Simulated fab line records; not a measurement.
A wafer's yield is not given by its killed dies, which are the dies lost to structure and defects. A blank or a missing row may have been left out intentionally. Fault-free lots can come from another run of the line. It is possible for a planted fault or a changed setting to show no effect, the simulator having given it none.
Matching of chambers | flow n5 finfet | rie diel-04 running N5_GATE_CUT_ETCH_58: 4 sister chambers
The step etches SiNx in CH3F/O2, target depth 17 nm, time 128.6 s. 14 wafers are shown with their chamber, then 7 later ones without.

## WAFERS WITH THEIR CHAMBER
wafer  | chamber | showerhead plenum p Torr (Torr) | drypump motor current A (A) | oes product au (a.u.)
L074.1 | 3       | 2.02                            | 5.4                         | 0.82
L074.2 | 1       | 2.07                            | 5.5                         | 0.71
L074.5 | 3       | 2.02                            | 5.5                         | 0.83
L078.4 | 0       | 1.97                            | 6.3                         | 0.67
L078.5 | 3       | 2.02                            | 5.4                         | 0.81
L078.6 | 0       | 1.97                            | 6.3                         | 0.67
L079.2 | 3       | 2.02                            | 5.4                         | 0.82
L079.4 | 1       | 2.07                            | 5.5                         | 0.70
L079.6 | 2       | 1.94                            | 5.6                         | 0.84
L085.1 | 2       | 1.94                            | 5.6                         | 0.84
L085.2 | 0       | 1.97                            | 6.3                         | 0.67
L085.3 | 1       | 2.07                            | 5.6                         | 0.69
L089.2 | 3       | 2.01                            | 5.4                         | 0.79
L089.3 | 1       | 2.06                            | 5.6                         | 0.69

SIGNATURES, as means of the wafers listed above
reading                  | chamber 0 | chamber 1 | chamber 2 | chamber 3 | scatter within a chamber
showerhead plenum p Torr | 1.9700    | 2.0675    | 1.9400    | 2.0180    | 0.00394
drypump motor current A  | 6.300     | 5.550     | 5.600     | 5.420     | 0.0424
oes product au           | 0.6700    | 0.6975    | 0.8400    | 0.8140    | 0.0109
Rule: a wafer's distance from a chamber is the root of the sum, over the readings, of the square of ((its reading less the chamber's mean) divided by the reading's scatter). The wafer belongs to the nearest chamber; if the next one is less than 2 further off, it can't be placed. The scatter: the root of (the sum of the squares of (reading less its chamber's mean) over the shown wafers, divided by (wafers less chambers)).

## WAFERS WITH NO CHAMBER GIVEN
wafer  | showerhead plenum p Torr (Torr) | drypump motor current A (A) | oes product au (a.u.)
L089.6 | 2.01                            | 5.4                         | 0.80
L090.1 | 1.93                            | 5.6                         | 0.82
L090.2 | 2.01                            | 5.4                         | 0.79
L090.6 | 1.93                            | 5.6                         | 0.82
L096.1 | 2.06                            | 5.5                         | 0.68
L096.2 | 1.96                            | 6.3                         | 0.94
L096.3 | 1.93                            | 5.6                         | 0.80

## WHICH CHAMBER EACH ONE RAN IN
wafer  | from the rows above | in truth
L089.6 | 3                   | 3
L090.1 | 2                   | 2
L090.2 | 3                   | 3
L090.6 | 2                   | 2
L096.1 | 1                   | 1
L096.2 | 2                   | 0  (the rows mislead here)
L096.3 | 2                   | 2
Placed correctly: 6 of 7. From these rows, 0 cannot be placed. Number placed wrongly: 1.
